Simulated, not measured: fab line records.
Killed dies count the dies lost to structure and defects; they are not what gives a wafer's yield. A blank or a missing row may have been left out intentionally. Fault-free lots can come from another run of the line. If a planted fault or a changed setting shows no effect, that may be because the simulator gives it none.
fab line records    flow n5_finfet
[record] lots = 3  wafers = 9  last_day = 14
route steps=1938 shown BEOL_M4@1100 BEOL_M5@1112 PASSIVATION@1936
lots that met no fault: taken from a fault-free run of the same line
start_h: start of the lot's first displayed wafer, in hours after the record's first day    wait_h: how many hours have passed since the lot's step before this one    " same as the row above    L1.1+2: a row that stands for several wafers    - no value present, or no start provided    * or withheld: withheld    < > ~ a bound
route shown NAME@n: NAME is a module with steps in the file, n the number in the route of the first one    usual: mean/standard deviation of fault-free wafers    same: alike in all rows    chamber/n: place in a boat    sites: per-site readings    _std_site: the values' standard deviation    _edge_site: the outer-site mean with the inner-site mean subtracted    radius_mm: how far each site lies from the wafer's centre    mask NAME#n: copy n    behind: tool/chamber where the wafer was last shaped    hold: why the lot was held/for how many hours/how that ended    device: names the non-switching transistor (n, p or np)    end of line: the same wafers' tests at the end of the route    for a step that has no rows: nothing shown but its recipe    killed: dies that structure and defects cost at the first sort, which is not the same as the wafer's yield    map: the dies of a wafer, with x for killed, . for not killed, _ for no die there
set.NAME: the run value of the setting; set.NAME@STEP: its run value at that earlier step    model.NAME: the simulator's own value behind a step, which no gauge read
lots seen at some steps along the route; tables by step, rows by wafer
services: a tool's chamber out of use, with start hour (start_h, from the record's first day; less than 0 if before it), hours out, and reason
[[steps]]
[step N5_BEOL_M4_SPUTTER_96]
[recipe] material = Cu  target_thk_a = 45  temp_c = -20  chamber_pressure_pa = 0.07  power_w = withheld  time_s = 8.29
[step N5_BEOL_M4_ECD_50]
[recipe] material = Cu  target_thk_a = 3000
[step N5_BEOL_M4_ANNEAL_51]
[recipe] temp_c = 225  time_s = 90  ambient = N2
[step N5_BEOL_M4_CMP_52]
[recipe] stop_on = SiOC  t_overpolish_s = 6.8  down_force_psi = 1  platen_rpm = 50  clearing_platen_down_force_psi = 1.5  clearing_platen_rpm = 50  post_cmp_clean = cu_alkaline  target_thk_nm = 40  clearing_platen_pad_velocity_m_s = 0.99484  pad_velocity_m_s = 0.99484
[step N5_BEOL_M4_PRE_CLEAN_60]
[recipe] gas = NH3/H2  time_s = 15  temp_c = *  rf_power_w = 300
[step N5_BEOL_M4_CO_CAP_55]
[recipe] material = Co  target_thk_a = 20  temp_c = 200  precursor = CCTBA/H2  pressure_torr = 30  time_s = 102.1
[step N5_BEOL_M4_PRE_CLEAN_56]
[recipe] gas = NH3  time_s = 15  temp_c = withheld  rf_power_w = 300
[step N5_BEOL_M4_DEP_57]
[recipe] material = SiCN  target_thk_a = 80  temp_c = withheld  precursor = 3MS/NH3  pressure_torr = 3  rf_w = 202  time_s = 14
[step N5_BEOL_M5_ILD_DEP_00]
[recipe] material = SiCOH_lowk  target_thk_a = 1406.4  temp_c = 300  precursor = DEMS/porogen  pressure_torr = 5  rf_w = 500  time_s = 25.9
[usual] heater_power_w = 320/51  showerhead_plenum_p_Torr = 5.746/0.013  throttle_valve_pct = 13.9/0.54
lot.wafer  tool      chamber  start_h  wait_h  heater_power_w  showerhead_plenum_p_Torr  throttle_valve_pct  model.SiCOH_lowk_of_BEOL_M5_ILD_DEP_00.thk_nm
L206.2     pecvd-02  2        174.71   0.7     302             5.738                     13.5                140
L206.5     "         0        "        "       371             5.732                     14.3                142.2
L206.6     "         2        "        "       305             5.742                     13.4                142.4
L214.1     pecvd-02  1        226.94   0.8     298             5.753                     13.3                122.6
L214.3     "         2        "        "       348             5.734                     13.6                140.4
L214.4     "         0        "        "       361             5.762                     14.2                141
L216.2     pecvd-03  1        228.24   0.7     359             5.736                     14.0                141
L216.4     "         0        "        "       284             5.749                     15.6                143.2
L216.6     "         1        "        "       363             5.755                     13.8                143
[step N5_BEOL_M5_CURE_79]
[recipe] temp_c = 385  time_s = 240  ambient = He/Ar  material = SiCOH_lowk
[step N5_BEOL_M5_THK_MEAS_01]
[recipe] reads = SiCOH_lowk_of_BEOL_M5_ILD_DEP_00
[usual] M5_ILD_THK = 121.0/1.3
lot.wafer  tool           chamber  start_h  wait_h  M5_ILD_THK[nm]
L206.2     film_metro-02  -        175.31   0.4     120.3
L206.5     "              -        "        "       122.4
L206.6     "              -        "        "       122.6
L214.1     film_metro-01  -        227.52   0.4     105.4
L214.3     "              -        "        "       121.0
L214.4     "              -        "        "       121.2
L216.2     film_metro-01  -        228.83   0.4     121.4
L216.4     "              -        "        "       123.1
L216.6     "              -        "        "       123.1
[step N5_BEOL_M5_PECVD_70]
[recipe] material = SiO2  target_thk_a = 160  temp_c = 400  precursor = TEOS/O2  pressure_torr = 5.5  rf_w = 450  teos_flow_sccm = 53.8  gas = O2  flow_sccm = 3000  time_s = 18
[step N5_BEOL_M5_HM_DEP_02]
[recipe] material = TiN  target_thk_a = 200  temp_c = 25  chamber_pressure_pa = 0.49996
[step N5_BEOL_M5_COAT_59]
[recipe] resist = SOC  temp_c = 250  time_s = 60  spin_rpm = 1500  resist_thk_nm = 60
[step N5_BEOL_M5_COAT_60]
[recipe] resist = SiARC  temp_c = 220  time_s = 60  spin_rpm = 1500  resist_thk_nm = 12
[step N5_BEOL_M5_COAT_71]
[recipe] resist = underlayer  temp_c = 205  time_s = 60  spin_rpm = 1500  resist_thk_nm = 5
[step N5_BEOL_M5_COAT_05]
[recipe] resist = CAR-EUV  spin_rpm = 1500  resist_thk_nm = 30
[step N5_BEOL_M5_EBR_07]
[recipe] solvent = PGMEA  ebr_width_mm = 1.5
[step N5_BEOL_M5_SOFTBAKE_06]
[recipe] temp_c = 110  time_s = 60  resist = CAR-EUV
[step N5_BEOL_M5_EXPOSE_08]
[recipe] mask_id = M5  na = 0.33  source_shape = annular  sigma_inner = 0.4  sigma_outer = 0.8  polarization = unpolarized  target_cd_nm = 28  dose_mj = 35.75
[step N5_BEOL_M5_PEB_09]
[recipe] peb_temp_c = 100  peb_time_s = 60  resist = CAR-EUV
[step N5_BEOL_M5_DEVELOP_10]
[recipe] develop_time_s = 30  developer = TMAH  resist = CAR-EUV  rinse_liquid = surfactant_rinse  dry = air_spin  dev_temp_c = 23
[step N5_BEOL_M5_DESCUM_16]
[recipe] chemistry = O2  time_s = 7  source_power_w = 50  bias_power_w = 20  pressure_mtorr = 20  rf_frequency_hz = 2.712e+07  temp_c = 40  resist = CAR-EUV  o2_flow_sccm = 225
[step N5_BEOL_M5_ETCH_72]
[recipe] chemistry = N2/H2  target = underlayer  target_depth_a = 65  mask_material = CAR-EUV  time_s = 5.2  ion_energy_ev = 200  pressure_mtorr = 30  source_w = 840  bias_w = 150  n2_flow_sccm = 200  h2_flow_sccm = 200  ends = cleared
[step N5_BEOL_M5_ETCH_61]
[recipe] chemistry = CF4  target = SiARC  target_depth_a = 156  mask_material = CAR-EUV  time_s = 26  ion_energy_ev = 80  pressure_mtorr = 40  source_w = 545  bias_w = 36  Ar_flow_sccm = 100  cf4_flow_sccm = 100  ends = cleared
[step N5_BEOL_M5_ETCH_62]
[recipe] chemistry = N2/H2  target = SOC  target_depth_a = 750  overetch_a = 150  mask_material = SiARC  temp_c = 40  time_s = 112.5  ion_energy_ev = 200  pressure_mtorr = 30  source_w = 840  bias_w = 150  n2_flow_sccm = 200  h2_flow_sccm = 200
[step N5_BEOL_M5_STRIP_63]
[recipe] chemistry = N2/H2  temp_c = 40  n2_flow_sccm = 200  h2_flow_sccm = 200  rf_frequency_hz = 6e+07
[step N5_BEOL_M5_STRIP_73]
[recipe] chemistry = N2/H2  temp_c = 40  n2_flow_sccm = 200  h2_flow_sccm = 200  rf_frequency_hz = 6e+07
[step N5_BEOL_M5_STRIP_64]
[recipe] chemistry = CF4  resist = SiARC  power_w = 300  bias_power_w = 75  pressure_mtorr = 50  cf4_flow_sccm = 150  rf_frequency_hz = 6e+07
[step N5_BEOL_M5_HM_OPEN_17]
[recipe] chemistry = Cl2/BCl3  target_depth_a = 200  overetch_a = 60  target = TiN  mask_material = SOC  ion_energy_ev = 150  pressure_mtorr = 10  icp_w = 1000  bias_w = 126  Cl2_flow_sccm = 53.25  bcl3_flow_sccm = 21.75  Ar_flow_sccm = 25
[step N5_BEOL_M5_STRIP_19]
[recipe] chemistry = O2  power_w = 400  temp_c = 40  pressure_mtorr = 30  rf_frequency_hz = 6e+07  bias_power_w = 0  overash_fraction = 0.2  o2_flow_sccm = 225
[step N5_BEOL_M5_COAT_65]
[recipe] resist = SOC  temp_c = 250  time_s = 60  spin_rpm = 1500  resist_thk_nm = 60
[step N5_BEOL_M5_COAT_66]
[recipe] resist = SiARC  temp_c = 220  time_s = 60  spin_rpm = 1500  resist_thk_nm = 12
[step N5_BEOL_M5_COAT_74]
[recipe] resist = underlayer  temp_c = 205  time_s = 60  spin_rpm = 1500  resist_thk_nm = 5
[step N5_BEOL_M5_CMP_52]
[recipe] stop_on = SiCOH_lowk  t_overpolish_s = 6.9  down_force_psi = 1  platen_rpm = 50  clearing_platen_down_force_psi = 1.5  clearing_platen_rpm = 50  post_cmp_clean = cu_alkaline  target_thk_nm = 62  clearing_platen_pad_velocity_m_s = 0.99484  pad_velocity_m_s = 0.99484
[usual] head_pressure_psi = 1.0000/0.0021  motor_current_A = 6.1/0.48  retaining_ring_pressure_frac = 1.000/0.005
lot.wafer  tool    chamber  start_h  wait_h  head_pressure_psi  motor_current_A  retaining_ring_pressure_frac  model.SiCOH_lowk_of_BEOL_M5_ILD_DEP_00.thk_nm
L206.2     cmp-04  2        186.54   0.3     1.0009             6.3              1.003                         117.4
L206.6     "       0        "        "       1.0043             6.1              1.006                         119.6
L206.5     "       1        "        "       0.9989             6.0              0.996                         119.4
L214.4     cmp-03  2        238.68   0.1     1.0014             5.5              1.011                         118.4
L214.1     "       3        "        "       0.9967             5.2              0.997                         102.4
L214.3     "       1        "        "       1.0019             6.2              1.003                         117.8
L216.2     cmp-03  2        238.94   0.2     1.0019             4.9              1.000                         118.4
L216.4     "       1        "        "       1.0045             5.8              1.000                         120.2
L216.6     "       2        "        "       1.0034             5.2              1.002                         120.2
[step N5_PASSIVATION_PROBE_49]
[usual] defect_limited_yield = 91.4/1.5  killed_at_M0_to_M3 = 31/11  killed_at_M4_up = 13/5.5  killed_at_contacts = 13/6.3  killed_at_front_end = 40/13  killed_at_other = 3.3/2.6  killed_dies = 101/18  killed_open = 67/13  killed_short = 33/7.9  sort_bin_5_function = 5.1/1  sort_bin_6_memory = 3.2/0.68  sort_n_pass = 1079/18  sort_yield_pct = 91.4/1.5
[same] gross_dies = 1180  killed_at_back_side = 0  sort_bin_4_leakage[%] = 0  sort_bin_8_speed[%] = 0
lot.wafer  tool       chamber  start_h  wait_h  defect_limited_yield[%]  killed_at_M0_to_M3  killed_at_M4_up  killed_at_contacts  killed_at_front_end  killed_at_other  killed_dies  killed_open  killed_short  sort_bin_5_function[%]  sort_bin_6_memory[%]  sort_n_pass  sort_yield_pct[%]
L214.3     prober-01  -        333.84   0.1     92.5                     24                  9                13                  38                   4                88           65           21            4.4                     3.0                   1092         92.5
// killed by level:class
L214.3 FIN_SAQP:geometric_particle:open=13 MOL_CONTACT_COAG:geometric_particle:open=11 BEOL_M3:geometric_particle:open=11 STI_FIN_REVEAL:geometric_particle:open=7 FIN_SAQP:geometric_particle:short=4 SPACER0:geometric_particle:open=4 FIN_CUT:geometric_particle:short=2 DUMMY_GATE:geometric_particle:open=2
[[services]]
tool      chamber  start_h  hours  kind
pecvd-02  2        152.88   5.5    scheduled_down
pecvd-02  0        158.34   4.6    scheduled_down
cmp-03    -        167.87   1.6    repair
pecvd-02  1        173.68   2.1    scheduled_down
cmp-03    -        181.19   5.3    repair
cmp-03    -        208.50   1.8    repair
cmp-04    -        229.25   4.0    pm
cmp-04    -        233.25   -      consumable_replace:conditioner
cmp-04    -        233.25   -      consumable_replace:pad
cmp-03    -        234.58   4.0    pm
cmp-03    -        238.58   -      consumable_replace:conditioner
cmp-03    -        238.58   -      consumable_replace:pad
[[key]]
[first_sign] step = N5_BEOL_M5_THK_MEAS_01  reading = M5_ILD_THK  direction = down  sigmas = 12  usual = 121.0  struck = 105.4
effect none on later readings
[model_effect] step = N5_BEOL_M5_ILD_DEP_00  value = SiCOH_lowk_of_BEOL_M5_ILD_DEP_00.thk_nm  without = 140.4  struck = 122.6
[model_effect] step = N5_BEOL_M5_CMP_52  value = SiCOH_lowk_of_BEOL_M5_ILD_DEP_00.thk_nm  without = 117.8  struck = 102.4
met_at N5_BEOL_M5_ILD_DEP_00
struck_wafers L214.1
[fault] kind = process_parameter_drift  tool = pecvd-02  chamber = 1  onset_h = 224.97  steps = N5_BEOL_M5_ILD_DEP_00  channel = time_s  offset = *  shape = step  end_h = 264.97  acts_in = *  stated = *
